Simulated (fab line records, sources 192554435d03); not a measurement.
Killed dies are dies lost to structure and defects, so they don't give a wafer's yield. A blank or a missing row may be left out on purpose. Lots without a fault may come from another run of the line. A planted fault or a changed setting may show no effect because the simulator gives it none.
fab line records | flow n5_finfet | part 2 of 2: steps 27 to 31 of 31
record lots=5 wafers=15 last_day=19
route steps=1938 shown DUMMY_GATE@247 SPACER0@258 SD_EPI_N@262
lots that met no fault: from a run of the same line without faults
start_h: hours from the record's first day to the start of the lot's first wafer shown | wait_h: hours since the lot's step before | " the same as in the row above | L1.1+2: a row that stands for several wafers | - no value, or no start given | * or withheld: withheld | < > ~ a bound
route shown NAME@n: a module of which the file shows steps, and the number in the route of the first | usual: mean/standard deviation of fault-free wafers | same: alike in all rows | chamber/n: place in a boat | sites: the reading at each site | _std_site: their standard deviation | _edge_site: outer sites' mean less inner sites' | radius_mm: how far each site lies from the wafer's centre | mask NAME#n: copy n | behind: the tool/chamber that last shaped the wafer | hold: why the lot was held/for how many hours/how that ended | device: the transistor (n, p or np) that didn't switch | end of line: the same wafers' tests at the end of the route | a step without rows: its recipe alone | killed: dies lost to structure and defects at the first sort, not the wafer's yield | map: a wafer's dies, x killed, . not, _ none there
set.NAME: the setting as run; set.NAME@STEP: as run at that earlier step | model.NAME: the simulator's own value behind a step, which no gauge read
lots at some steps of the route; a table a step, a row a wafer
services: from which hour (start_h, from the record's first day; less than 0 if before it) a tool's chamber was out of use, for how many hours, and why
## steps
# step N5_SD_EPI_N_DESCUM_14
# recipe chemistry=O2 time_s=7.9 source_power_w=50 bias_power_w=20 pressure_mtorr=20 rf_frequency_hz=2.712e+07 temp_c=40 resist=CAR-ArF-block o2_flow_sccm=225
# usual drypump_motor_current_A=5.8/0.42 oes_product_au=0.75/0.051 rf_vpp_V=243.3/1.5 showerhead_plenum_p_Torr=2.10/0.089 throttle_valve_pct=20.48/0.24
# columns lot.wafer tool chamber start_h wait_h drypump_motor_current_A oes_product_au rf_hours_counter_h rf_vpp_V showerhead_plenum_p_Torr throttle_valve_pct
L083.1 rie_diel-05 0 103.74 0.0 5.6 0.71 180 244.6 2.09 20.85
L083.5 " 2 " " 5.5 0.75 - 244.0 2.20 20.42
L083.6 " 3 " " 6.1 0.78 - 242.4 2.08 20.41
L084.2 rie_diel-02 0 108.29 0.0 5.8 0.71 217 241.8 1.99 20.40
L084.3 " 1 " " 5.8 0.74 177 246.2 2.17 20.60
L084.6 " 3 " " 4.9 0.73 - 242.6 2.06 20.29
L088.1 rie_diel-04 2 135.84 0.5 6.0 0.74 175 241.7 1.99 20.28
L088.5 " 0 " " 5.6 0.80 - 243.4 2.03 20.08
L088.6 " 1 " " 5.3 0.72 - 244.2 2.19 20.90
L093.1 rie_diel-04 3 162.07 0.1 5.7 0.69 206 244.7 2.17 20.80
L093.2 " 0 " " 5.6 0.81 77 241.0 2.03 20.08
L093.5 " 2 " " 6.0 0.75 - 242.2 1.99 20.29
L095.2 rie_diel-02 3 177.09 0.0 4.9 0.71 213 242.8 2.05 20.32
L095.3 " 2 " " 6.4 0.83 65 244.5 2.23 20.45
L095.6 " 2 " " 6.4 0.83 - 244.6 2.23 20.46
# step N5_SD_EPI_N_ETCH_34
# recipe chemistry=CF4 target=SiARC target_depth_a=455 mask_material=CAR-ArF-block time_s=75.8 ion_energy_ev=80 pressure_mtorr=40 source_w=545 bias_w=36 Ar_flow_sccm=100 cf4_flow_sccm=100 ends=cleared
# usual bias_w=36.00/0.12 drypump_motor_current_A=5.8/0.42 etch_rf_on_time_s=77.1/2.5 oes_product_au=0.64/0.049 rf_vpp_V=184.3/1.2 showerhead_plenum_p_Torr=2.15/0.079 throttle_valve_pct=15.66/0.23
# columns lot.wafer tool chamber start_h wait_h bias_w drypump_motor_current_A etch_rf_on_time_s oes_product_au rf_hours_counter_h rf_vpp_V showerhead_plenum_p_Torr throttle_valve_pct
L083.1 rie_diel-05 0 103.77 0.0 36.16 5.6 81.0 0.60 180 184.4 2.13 15.95
L083.5 " 2 " " 35.95 5.5 77.2 0.63 - 186.4 2.22 15.43
L083.6 " 3 " " 36.00 6.1 76.3 0.66 - 184.7 2.15 15.68
L084.2 rie_diel-02 0 108.33 0.0 35.92 5.8 78.3 0.61 217 184.5 2.04 15.58
L084.3 " 1 " " 36.01 5.8 79.3 0.62 177 185.2 2.21 15.74
L084.6 " 3 " " 35.97 4.9 73.7 0.63 - 183.5 2.13 15.66
L088.1 rie_diel-04 2 135.87 0.0 35.90 6.1 75.9 0.64 175 183.4 2.05 15.47
L088.5 " 0 " " 36.07 5.6 77.8 0.69 - 183.6 2.09 15.27
L088.6 " 1 " " 36.10 5.3 81.1 0.60 - 185.0 2.22 16.05
L093.1 rie_diel-04 3 162.10 0.0 36.10 5.7 76.9 0.60 206 185.8 2.21 16.02
L093.2 " 0 " " 36.01 5.6 76.8 0.68 77 185.5 2.09 15.29
L093.5 " 2 " " 36.04 6.1 75.3 0.64 - 182.9 2.04 15.49
L095.2 rie_diel-02 3 177.12 0.0 36.01 4.9 74.1 0.61 213 183.7 2.12 15.71
L095.3 " 2 " " 35.99 6.4 73.4 0.72 65 185.6 2.26 15.51
L095.6 " 2 " " 36.04 6.4 74.1 0.72 - 185.3 2.26 15.52
# step N5_SD_EPI_N_ETCH_35
# recipe chemistry=N2/H2 target=SOC overetch_a=1080 mask_material=SiARC temp_c=40 ion_energy_ev=100 source_w=3000 bias_w=133 pressure_mtorr=20 time_s=486 n2_flow_sccm=200 h2_flow_sccm=200
# usual bias_w=133.0/0.41 drypump_motor_current_A=5.8/0.42 oes_product_au=0.67/0.043 rf_vpp_V=240.8/1.3 showerhead_plenum_p_Torr=2.55/0.11 throttle_valve_pct=23.86/0.26
# columns lot.wafer tool chamber start_h wait_h bias_w drypump_motor_current_A oes_product_au rf_hours_counter_h rf_vpp_V showerhead_plenum_p_Torr throttle_valve_pct
L083.1 rie_diel-05 0 103.83 0.0 133.6 5.6 0.65 180 239.6 2.54 24.22
L083.5 " 2 " " 132.9 5.5 0.67 - 242.3 2.65 23.89
L083.6 " 3 " " 132.3 6.1 0.69 - 241.9 2.53 23.71
L084.2 rie_diel-02 0 108.38 0.0 132.9 5.8 0.65 217 239.0 2.39 23.69
L084.3 " 1 " " 132.7 5.8 0.66 177 239.1 2.65 24.01
L084.6 " 3 " " 132.7 4.9 0.64 - 242.5 2.53 23.86
L088.1 rie_diel-04 2 135.93 0.0 132.9 6.1 0.67 175 238.4 2.44 23.95
L088.5 " 0 " " 133.1 5.6 0.73 - 239.6 2.45 23.19
L088.6 " 1 " " 132.8 5.3 0.65 - 241.7 2.63 24.07
L093.1 rie_diel-04 3 162.16 0.0 133.0 5.7 0.63 206 242.7 2.64 24.14
L093.2 " 0 " " 132.8 5.6 0.72 77 239.7 2.44 23.19
L093.5 " 2 " " 133.5 6.1 0.67 - 239.0 2.43 23.97
L095.2 rie_diel-02 3 177.18 0.0 133.5 4.9 0.63 213 239.8 2.53 23.88
L095.3 " 2 " " 133.2 6.4 0.75 66 242.0 2.69 23.78
L095.6 " 2 " " 132.8 6.4 0.74 - 243.0 2.69 23.78
# step N5_SD_EPI_N_STRIP_36
# recipe chemistry=N2/H2 temp_c=40 n2_flow_sccm=200 h2_flow_sccm=200 rf_frequency_hz=6e+07
# columns lot.wafer tool chamber start_h wait_h
L083.1+5+6 rie_diel-05 0,2,3 104.14 0.2
L084.2+3+6 rie_diel-02 0,1,3 108.70 0.2
L088.1+5+6 rie_diel-04 2,0,1 136.24 0.2
L093.1+2+5 rie_diel-04 3,0,2 162.47 0.2
L095.2+3+6 rie_diel-02 3,2,2 177.49 0.2
# step N5_SD_EPI_N_ETCHBACK_44
# recipe chemistry=CH3F/O2 mode=anisotropic_etchback target=SiNx target_depth_a=145 stop_on=SiO2 over_etch_frac=0.3 ion_energy_ev=120 pressure_mtorr=30 source_w=395 bias_w=73 Ar_flow_sccm=150 CH3F_flow_sccm=30 O2_flow_sccm=20
# usual bias_w=72.96/0.22 drypump_motor_current_A=5.8/0.42 oes_product_au=0.64/0.041 rf_vpp_V=299/5.5 showerhead_plenum_p_Torr=2.01/0.077 throttle_valve_pct=16.39/0.24
# columns lot.wafer tool chamber start_h wait_h bias_w drypump_motor_current_A oes_product_au rf_hours_counter_h rf_vpp_V showerhead_plenum_p_Torr throttle_valve_pct
L083.1 rie_diel-05 0 104.15 0.0 72.53 5.6 0.63 180 305 1.99 16.71
L083.5 " 2 " " 73.18 5.5 0.64 - 299 2.07 16.12
L083.6 " 3 " " 73.30 6.1 0.67 - 298 2.00 16.42
L084.2 rie_diel-02 0 108.71 0.0 72.73 5.8 0.62 217 299 1.90 16.34
L084.3 " 1 " " 73.22 5.8 0.63 177 298 2.07 16.49
L084.6 " 3 " " 72.80 4.9 0.62 - 305 1.97 16.31
L088.1 rie_diel-04 2 136.25 0.0 73.04 6.0 0.64 175 292 1.92 16.27
L088.5 " 0 " " 72.97 5.6 0.69 - 287 1.94 15.94
L088.6 " 1 " " 73.28 5.3 0.62 - 301 2.08 16.79
L093.1 rie_diel-04 3 162.48 0.0 72.89 5.7 0.60 207 299 2.07 16.75
L093.2 " 0 " " 73.01 5.6 0.69 77 287 1.94 15.97
L093.5 " 2 " " 72.89 6.1 0.64 - 293 1.91 16.28
L095.2 rie_diel-02 3 177.50 0.0 73.06 4.9 0.60 213 306 1.96 16.34
L095.3 " 2 " " 73.05 6.4 0.71 66 305 2.12 16.26
L095.6 " 2 " " 72.55 6.4 0.71 - 305 2.12 16.26
## services
# columns tool chamber start_h hours kind
wet_bench-01 - 84.00 1.5 repair
arfi_scanner-01 - 84.24 2.1 repair
arfi_scanner-01 - 91.26 0.8 pm
ald_sin-01 0 93.11 4.9 repair
arfi_scanner-01 - 94.68 1.0 pm
rie_diel-01 0 99.20 8.2 repair
rie_si-01 0 99.56 38.7 repair
arfi_scanner-02 - 103.28 3.1 repair
rie_diel-01 1 103.86 16.6 repair
ald_sin-01 - 112.30 2.8 pm
rie_diel-05 - 117.75 0.6 repair
rie_si-03 2 120.54 1.2 repair
rie_diel-05 - 126.84 0.3 repair
arfi_scanner-01 - 133.31 1.3 pm
arfi_scanner-02 - 135.30 1.0 pm
arfi_scanner-02 - 139.53 0.5 repair
ald_sin-04 2 141.60 3.9 repair
rie_diel-03 - 143.10 1.2 repair
arfi_scanner-02 - 143.82 0.4 repair
rie_diel-04 0 146.11 2.5 repair
rie_diel-06 1 151.90 8.1 repair
rie_diel-01 - 164.46 0.3 repair
rie_si-01 - 169.59 2.8 pm
rie_diel-06 3 170.12 4.2 repair
